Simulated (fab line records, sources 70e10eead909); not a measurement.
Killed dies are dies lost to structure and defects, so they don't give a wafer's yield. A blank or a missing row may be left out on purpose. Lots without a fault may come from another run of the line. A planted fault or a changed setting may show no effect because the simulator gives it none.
Which tool did it? | flow nand_harc | 12 lots, 36 wafers sampled, at 2 steps of a route of 1302

WHAT THE GAUGES READ, wafer by wafer
NHARC_A_CHANNEL_FILL_D1_INSPECT_13.
lot  | measured     | on                | raw_defect_count
L074 | day 11 13:07 | defect_inspect-01 | 181 206 328
L078 | day 12 08:04 | defect_inspect-02 | 159 178 169
L079 | day 13 07:40 | defect_inspect-02 | 307 242 248
L081 | day 13 20:52 | defect_inspect-02 | 193 287 328
L083 | day 15 00:20 | defect_inspect-01 | 230 226 277
L086 | day 15 10:42 | defect_inspect-01 | 259 279 362
L087 | day 16 06:05 | defect_inspect-01 | 196 375 288
L088 | day 16 18:50 | defect_inspect-02 | 231 330 229
L091 | day 18 06:56 | defect_inspect-02 | 301 280 478
L093 | day 18 15:41 | defect_inspect-01 | 180 157 277
L094 | day 19 16:48 | defect_inspect-01 | 282 222 317
L097 | day 20 16:49 | defect_inspect-01 | 475 231 487

WHICH TOOL RAN EACH LOT (tool, then ch and the chambers of the sampled wafers, then the start)
lot  | NHARC_A_CHANNEL_FILL_D1_STRIP_29
L074 | rie_diel-01 ch 0,3, day 11 13:07 or earlier
L078 | rie_diel-13 ch 0,1,3, day 12 08:04 or earlier
L079 | rie_diel-02 ch 0,2,3, day 13 07:40 or earlier
L081 | rie_diel-13 ch 0,1,3, day 13 20:52 or earlier
L083 | rie_diel-02 ch 1,2, day 15 00:20 or earlier
L086 | rie_diel-02 ch 1,2,3, day 15 10:42 or earlier
L087 | rie_diel-13 ch 0,1,3, day 16 06:05 or earlier
L088 | rie_diel-13 ch 0,1, day 16 18:50 or earlier
L091 | rie_diel-13 ch 0,1,2, day 17 22:17
L093 | rie_diel-13 ch 0,1, day 18 09:41
L094 | rie_diel-13 ch 0,2,3, day 19 10:50
L097 | rie_diel-13 ch 1,2, day 20 16:49 or earlier
- NHARC_A_CHANNEL_FILL_D1_STRIP_29: strips in O2, time 20 s.

THE ANSWER, worked out from the rows above alone
Rule: what is usual is taken from the lots themselves. Put in order of their means at a reading, lots are off if they are a third of the lots or fewer, leave a main group of 4 or more, and stand apart from it by a gap of 3 or more times the standard deviation of the main group's means; of several such gaps the widest counts. A main group whose means are all the same, to the digits that the tables above print for the reading, isn't used. A lot without any number at a reading at which 4 lots or more have one is off too. The other lots that the step has rows for count as sound.
No lot is off at any reading shown: from this, nothing can be told.

WHAT THE SIMULATOR HAD PUT IN
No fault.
